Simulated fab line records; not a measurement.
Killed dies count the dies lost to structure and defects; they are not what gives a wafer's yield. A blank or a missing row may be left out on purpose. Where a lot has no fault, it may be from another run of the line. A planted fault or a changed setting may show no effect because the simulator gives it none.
Which tool was responsible? || flow n5 finfet || 12 lots, 33 wafers sampled, at 4 steps of a route of 1938

== WHAT EACH GAUGE READ, for each wafer ==
N5_BEOL_M4_RC_MEAS_101.
{"lot": "L342", "measured": "day 9 01:29", "on": "prober-02", "DIBL_N (mV/V)": "29.6 38.5 38.8", "DIBL_P (mV/V)": "29.3 39.2 39.7", "IOFF_N (nA/um)": "0.08 0.23 0.24", "IOFF_P (nA/um)": "0.13 0.27 0.27", "ION_N (uA/um)": "641 693 691", "ION_P (uA/um)": "453 474 465", "SS_N (mV/dec)": "70.4 71.8 72.6", "SS_P (mV/dec)": "72.0 74.0 74.1", "VT_N (mV)": "259 244 245", "VT_P (mV)": "-254.3 -245.1 -245.0"}
{"lot": "L343", "measured": "day 9 05:35", "on": "prober-01", "DIBL_N (mV/V)": "36.5 37.2 39.8", "DIBL_P (mV/V)": "36.3 36.8 37.5", "IOFF_N (nA/um)": "0.16 0.18 0.22", "IOFF_P (nA/um)": "0.23 0.22 0.24", "ION_N (uA/um)": "654 691 664", "ION_P (uA/um)": "450 467 453", "SS_N (mV/dec)": "71.3 72.1 73.1", "SS_P (mV/dec)": "73.1 72.9 73.7", "VT_N (mV)": "250 247 248", "VT_P (mV)": "-249.0 -250.4 -246.8"}
{"lot": "L346", "measured": "day 9 20:19", "on": "prober-01", "DIBL_N (mV/V)": "35.9 36.5", "DIBL_P (mV/V)": "37.5 38.6", "IOFF_N (nA/um)": "0.16 0.16", "IOFF_P (nA/um)": "0.20 0.23", "ION_N (uA/um)": "672 661", "ION_P (uA/um)": "460 454", "SS_N (mV/dec)": "71.6 71.9", "SS_P (mV/dec)": "73.0 73.5", "VT_N (mV)": "249 250", "VT_P (mV)": "-250.0 -248.3"}
{"lot": "L347", "measured": "day 9 21:51", "on": "prober-02", "DIBL_N (mV/V)": "32.4 36.9", "DIBL_P (mV/V)": "32.2 36.6", "IOFF_N (nA/um)": "0.11 0.18", "IOFF_P (nA/um)": "0.17 0.23", "ION_N (uA/um)": "673 680", "ION_P (uA/um)": "463 460", "SS_N (mV/dec)": "70.6 72.2", "SS_P (mV/dec)": "72.5 73.7", "VT_N (mV)": "253 248", "VT_P (mV)": "-250.5 -249.3"}
{"lot": "L345", "measured": "day 10 00:14", "on": "prober-02", "DIBL_N (mV/V)": "37.4 38.7", "DIBL_P (mV/V)": "36.2 38.2", "IOFF_N (nA/um)": "0.17 0.19", "IOFF_P (nA/um)": "0.24 0.28", "ION_N (uA/um)": "681 695", "ION_P (uA/um)": "474 475", "SS_N (mV/dec)": "71.5 72.6", "SS_P (mV/dec)": "73.3 73.8", "VT_N (mV)": "251 247", "VT_P (mV)": "-248.1 -247.4"}
{"lot": "L349", "measured": "day 10 12:14", "on": "prober-02", "DIBL_N (mV/V)": "35.8 37.3 34.9", "DIBL_P (mV/V)": "33.7 35.3 34.2", "IOFF_N (nA/um)": "0.16 0.17 0.14", "IOFF_P (nA/um)": "0.19 0.20 0.19", "ION_N (uA/um)": "682 685 674", "ION_P (uA/um)": "468 466 469", "SS_N (mV/dec)": "70.4 71.9 71.3", "SS_P (mV/dec)": "72.5 74.0 73.3", "VT_N (mV)": "247 248 250", "VT_P (mV)": "-248.5 -251.6 -251.7"}
{"lot": "L348", "measured": "day 10 15:54", "on": "prober-02", "DIBL_N (mV/V)": "37.2 38.9 35.4", "DIBL_P (mV/V)": "35.2 36.9 33.4", "IOFF_N (nA/um)": "0.17 0.19 0.13", "IOFF_P (nA/um)": "0.20 0.22 0.17", "ION_N (uA/um)": "675 687 670", "ION_P (uA/um)": "458 469 463", "SS_N (mV/dec)": "71.4 71.9 71.0", "SS_P (mV/dec)": "72.9 73.0 72.4", "VT_N (mV)": "249 250 255", "VT_P (mV)": "-251.0 -249.8 -253.7"}
{"lot": "L353", "measured": "day 11 22:40", "on": "prober-01", "DIBL_N (mV/V)": "40.6 32.5 39.4", "DIBL_P (mV/V)": "39.8 31.5 38.9", "IOFF_N (nA/um)": "0.27 0.11 0.24", "IOFF_P (nA/um)": "0.30 0.16 0.28", "ION_N (uA/um)": "704 668 703", "ION_P (uA/um)": "478 460 475", "SS_N (mV/dec)": "72.7 70.4 71.9", "SS_P (mV/dec)": "75.1 72.3 74.9", "VT_N (mV)": "240 253 244", "VT_P (mV)": "-246.0 -252.3 -246.3"}
{"lot": "L356", "measured": "day 12 03:43", "on": "prober-02", "DIBL_N (mV/V)": "36.9 36.0 33.5", "DIBL_P (mV/V)": "34.9 35.5 31.8", "IOFF_N (nA/um)": "0.14 0.16 0.10", "IOFF_P (nA/um)": "0.20 0.23 0.16", "ION_N (uA/um)": "636 680 657", "ION_P (uA/um)": "451 476 460", "SS_N (mV/dec)": "71.3 71.0 70.1", "SS_P (mV/dec)": "73.2 73.0 72.1", "VT_N (mV)": "253 247 258", "VT_P (mV)": "-249.9 -246.2 -248.2"}
{"lot": "L359", "measured": "day 13 06:09", "on": "prober-01", "DIBL_N (mV/V)": "33.9 36.2 34.3", "DIBL_P (mV/V)": "34.6 37.2 35.1", "IOFF_N (nA/um)": "0.12 0.16 0.13", "IOFF_P (nA/um)": "0.18 0.22 0.19", "ION_N (uA/um)": "672 685 685", "ION_P (uA/um)": "462 471 471", "SS_N (mV/dec)": "71.1 72.0 70.7", "SS_P (mV/dec)": "72.8 73.3 72.5", "VT_N (mV)": "251 247 251", "VT_P (mV)": "-249.1 -249.4 -250.4"}
{"lot": "L361", "measured": "day 13 22:04", "on": "prober-02", "DIBL_N (mV/V)": "33.6 34.4 37.1", "DIBL_P (mV/V)": "33.1 32.8 36.3", "IOFF_N (nA/um)": "0.12 0.14 0.17", "IOFF_P (nA/um)": "0.17 0.16 0.21", "ION_N (uA/um)": "673 679 673", "ION_P (uA/um)": "463 453 449", "SS_N (mV/dec)": "70.5 71.0 72.3", "SS_P (mV/dec)": "72.1 72.0 73.5", "VT_N (mV)": "251 252 250", "VT_P (mV)": "-255.0 -253.8 -249.5"}
{"lot": "L362", "measured": "day 14 02:41", "on": "prober-01", "DIBL_N (mV/V)": "35.3 35.0 35.3", "DIBL_P (mV/V)": "33.6 31.5 33.0", "IOFF_N (nA/um)": "0.14 0.12 0.14", "IOFF_P (nA/um)": "0.21 0.16 0.18", "ION_N (uA/um)": "667 660 682", "ION_P (uA/um)": "466 459 466", "SS_N (mV/dec)": "71.1 71.0 71.3", "SS_P (mV/dec)": "72.9 72.0 72.1", "VT_N (mV)": "249 254 251", "VT_P (mV)": "-250.5 -252.2 -250.8"}

N5_BEOL_M15_THK_MEAS_50: measures by xrf.
{"lot": "L342", "measured": "day 12 16:46", "on": "film metro-01", "M15_THK (nm)": "842 845 856"}
{"lot": "L343", "measured": "day 13 00:07", "on": "film metro-02", "M15_THK (nm)": "841 854 845"}
{"lot": "L346", "measured": "day 13 17:01", "on": "film metro-02", "M15_THK (nm)": "824 837"}
{"lot": "L347", "measured": "day 13 17:21", "on": "film metro-01", "M15_THK (nm)": "821 854"}
{"lot": "L345", "measured": "day 14 00:32", "on": "film metro-02", "M15_THK (nm)": "863 853"}
{"lot": "L349", "measured": "day 14 14:41", "on": "film metro-02", "M15_THK (nm)": "844 846 823"}
{"lot": "L348", "measured": "day 14 16:02", "on": "film metro-02", "M15_THK (nm)": "843 845 816"}
{"lot": "L353", "measured": "day 16 14:33", "on": "film metro-02", "M15_THK (nm)": "867 832 857"}
{"lot": "L356", "measured": "day 16 20:31", "on": "film metro-01", "M15_THK (nm)": "826 836 878"}
{"lot": "L359", "measured": "day 17 10:01", "on": "film metro-01", "M15_THK (nm)": "831 871 823"}
{"lot": "L361", "measured": "day 18 05:59", "on": "film metro-01", "M15_THK (nm)": "805 807 852"}
{"lot": "L362", "measured": "day 18 20:16", "on": "film metro-01", "M15_THK (nm)": "856 836 881"}

== WHAT TOOL EACH LOT RAN ON (gives the tool, then ch and the chambers of the sampled wafers, and finally the start) ==
{"lot": "L342", "N5_BEOL_M15_DEGAS_41": "pvd sputter-02, day 12 15:34", "N5_BEOL_M15_ANNEAL_48": "rtp anneal-01 ch 0, day 12 16:10"}
{"lot": "L343", "N5_BEOL_M15_DEGAS_41": "pvd sputter-01, day 12 22:10", "N5_BEOL_M15_ANNEAL_48": "rtp anneal-02 ch 0, day 12 23:36"}
{"lot": "L346", "N5_BEOL_M15_DEGAS_41": "pvd sputter-02, day 13 15:49", "N5_BEOL_M15_ANNEAL_48": "rtp anneal-01 ch 0, day 13 16:25"}
{"lot": "L347", "N5_BEOL_M15_DEGAS_41": "pvd sputter-01, day 13 16:09", "N5_BEOL_M15_ANNEAL_48": "rtp anneal-01 ch 0, day 13 16:53"}
{"lot": "L345", "N5_BEOL_M15_DEGAS_41": "pvd sputter-03, day 13 22:50", "N5_BEOL_M15_ANNEAL_48": "rtp anneal-02 ch 0, day 13 23:56"}
{"lot": "L349", "N5_BEOL_M15_DEGAS_41": "pvd sputter-02, day 14 11:48", "N5_BEOL_M15_ANNEAL_48": "rtp anneal-02 ch 0, day 14 14:08"}
{"lot": "L348", "N5_BEOL_M15_DEGAS_41": "pvd sputter-02, day 14 12:22", "N5_BEOL_M15_ANNEAL_48": "rtp anneal-02 ch 0, day 14 15:29"}
{"lot": "L353", "N5_BEOL_M15_DEGAS_41": "pvd sputter-03, day 16 09:09", "N5_BEOL_M15_ANNEAL_48": "rtp anneal-02 ch 0, day 16 14:02"}
{"lot": "L356", "N5_BEOL_M15_DEGAS_41": "pvd sputter-02, day 16 16:04", "N5_BEOL_M15_ANNEAL_48": "rtp anneal-02 ch 0, day 16 19:55"}
{"lot": "L359", "N5_BEOL_M15_DEGAS_41": "pvd sputter-02, day 17 08:47", "N5_BEOL_M15_ANNEAL_48": "rtp anneal-01 ch 0, day 17 09:26"}
{"lot": "L361", "N5_BEOL_M15_DEGAS_41": "pvd sputter-03, day 18 04:48", "N5_BEOL_M15_ANNEAL_48": "rtp anneal-01 ch 0, day 18 05:32"}
{"lot": "L362", "N5_BEOL_M15_DEGAS_41": "pvd sputter-03, day 18 18:39", "N5_BEOL_M15_ANNEAL_48": "rtp anneal-02 ch 0, day 18 19:34"}
- N5_BEOL_M15_DEGAS_41: time 60 s.
- N5_BEOL_M15_ANNEAL_48: time 90 s.

== WHAT THE TOOLS THEMSELVES READ (means of the sampled wafers that have a number; where no wafer has one, the mark that the record gives instead) ==
N5_BEOL_M15_DEGAS_41.
{"lot": "L342", "tool": "pvd sputter-02", "heater power w (W)": 480}
{"lot": "L343", "tool": "pvd sputter-01", "heater power w (W)": 424}
{"lot": "L346", "tool": "pvd sputter-02", "heater power w (W)": 490}
{"lot": "L347", "tool": "pvd sputter-01", "heater power w (W)": 456}
{"lot": "L345", "tool": "pvd sputter-03", "heater power w (W)": 468}
{"lot": "L349", "tool": "pvd sputter-02", "heater power w (W)": 499}
{"lot": "L348", "tool": "pvd sputter-02", "heater power w (W)": 458}
{"lot": "L353", "tool": "pvd sputter-03", "heater power w (W)": 419}
{"lot": "L356", "tool": "pvd sputter-02", "heater power w (W)": 501}
{"lot": "L359", "tool": "pvd sputter-02", "heater power w (W)": 472}
{"lot": "L361", "tool": "pvd sputter-03", "heater power w (W)": 452}
{"lot": "L362", "tool": "pvd sputter-03", "heater power w (W)": 437}

N5_BEOL_M15_ANNEAL_48.
{"lot": "L342", "tool": "rtp anneal-01", "wafer_temp_C_max": 225.43}
{"lot": "L343", "tool": "rtp anneal-02", "wafer_temp_C_max": 225.95}
{"lot": "L346", "tool": "rtp anneal-01", "wafer_temp_C_max": 225.64}
{"lot": "L347", "tool": "rtp anneal-01", "wafer_temp_C_max": 225.76}
{"lot": "L345", "tool": "rtp anneal-02", "wafer_temp_C_max": 225.91}
{"lot": "L349", "tool": "rtp anneal-02", "wafer_temp_C_max": 225.65}
{"lot": "L348", "tool": "rtp anneal-02", "wafer_temp_C_max": 226.02}
{"lot": "L353", "tool": "rtp anneal-02", "wafer_temp_C_max": 226.07}
{"lot": "L356", "tool": "rtp anneal-02", "wafer_temp_C_max": 226.06}
{"lot": "L359", "tool": "rtp anneal-01", "wafer_temp_C_max": 225.76}
{"lot": "L361", "tool": "rtp anneal-01", "wafer_temp_C_max": 225.76}
{"lot": "L362", "tool": "rtp anneal-02", "wafer_temp_C_max": 225.87}

== THE ANSWER, worked out from the rows above alone ==
Rule: the usual values come from the lots themselves. Put in order of their means at a reading, lots are off if they are a third of the lots or fewer, leave a main group of 4 or more, and stand apart from it by a gap of 3 or more times the standard deviation of the main group's means; of several such gaps the widest counts. If all means in a main group match to the digits the tables above print for the reading, that group is not used. A lot without any number at a reading at which 4 lots or more have one is off too. The other lots that the step has rows for count as sound. After the gauges, taken in route order, come the tools' own readings; for these a lot's mean is taken, as printed above. At the first step where some lot is off, the reading lying furthest off is the one used; lots without a number count as furthest.
No lot is off on any of the readings shown, so nothing can be concluded from this.

== WHAT WAS PUT IN BY THE SIMULATOR ==
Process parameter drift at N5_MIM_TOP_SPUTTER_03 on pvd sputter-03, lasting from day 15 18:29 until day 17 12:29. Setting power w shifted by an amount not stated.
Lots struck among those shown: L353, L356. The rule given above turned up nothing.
